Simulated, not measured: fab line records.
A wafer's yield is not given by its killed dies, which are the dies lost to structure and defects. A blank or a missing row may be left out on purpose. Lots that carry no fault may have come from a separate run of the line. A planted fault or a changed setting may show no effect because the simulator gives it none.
Problem report in the 8D (eight disciplines) form, filled by code :: flow nand harc :: the parts of the form that need people (team, actions taken, sign-off) are left out

1. THE PROBLEM
Wafers without a fault read -0.2 nm, standard deviation 0.77; overlay x nm at NHARC_A_CONTACT_OVL_MEAS_09 reads a mean of 6.7 nm on 6 wafers belonging to 2 lots. Measured from the usual mean, that is +9.0 standard deviations.
The first sign was on wafer L599.1 at day 26 10:04, on overlay-02. Wafers with a number at this step in the record: 36, from 12 lots. The rule behind "out" and "out of limits": a value lying over 4 standard deviations away from the usual mean. The other wafers with a number count as sound.

2. WHAT IT IS, AND WHAT IT ISN'T
question: which readings at this step
is: overlay x nm
is not: overlay y nm

question: which lots
is: L599, L602
is not: L590, L591, L592, L593, L596, L603, L604, L609, L610, L612

question: which wafers of those lots
is: all that have a number
is not: -

question: read on which gauges
is: overlay-01, overlay-02
is not: -

question: when
is: from day 26 10:04
is not: up to then (15 sound wafers); but 15 sound wafers of L603, L604, L609, L610, L612 came after

3. THE SUSPECTS, EACH WITH WHAT RULES IT OUT
Counting: any tool at a process step up to the reading is kept as a suspect provided that every lot that is out went through it and no sound lot did after the first of them.
- the gauge at NHARC_A_CONTACT_OVL_MEAS_09 is ruled out. 2 gauges (overlay-01, overlay-02) read the wafers that are out.
- arfi scanner-02 at NHARC_A_CONTACT_EXPOSE_05 (exposes mask A CC): kept. All lots that are out passed through it, beginning with L599 at day 26 09:50, and no sound lot followed; its final sound lot before that point was L592 at day 23 04:02.
Remaining after the count: arfi scanner-02 at NHARC_A_CONTACT_EXPOSE_05.

4. THE CAUSE (what the simulator had put in)
Scanner matching overlay: arfi scanner-02, from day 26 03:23 on, at NHARC_A_CONTACT_EXPOSE_05. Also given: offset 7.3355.
This tool alone remained once counting was done.

5. SEQUENCE OF EFFECTS, ordered by route
Each row: a reading whose mean over the struck wafers that have a number lies more than 3 standard deviations from the usual. Only readings whose record carries a usual standard deviation are examined. hours: median over the lots of the time between each lot's start at the first step of this table that gives one and its start at this step. sigmas: the change, counted in usual standard deviations.
hours: 0
step: NHARC_A_CONTACT_OVL_MEAS_09
reading: overlay x nm
usual: -0.2 nm
on struck wafers: 6.7
change: +6.9
sigmas: +9.0
Later steps that measure or inspect, where all struck wafers having a row at the step show a number for every such reading and not one has moved that far: NHARC_END_SORT_01.

6. HOW IT WOULD HAVE BEEN CAUGHT EARLIER
Counted from the fault's start at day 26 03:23, it took 7 hours until the first out-of-limits reading at a measuring or inspecting step in this record, taken at day 26 10:04.
Of the lots that are out (2), L602 began NHARC_A_CONTACT_EXPOSE_05 on arfi scanner-02 after day 26 10:04. A hold on the tool at that time would have spared it.
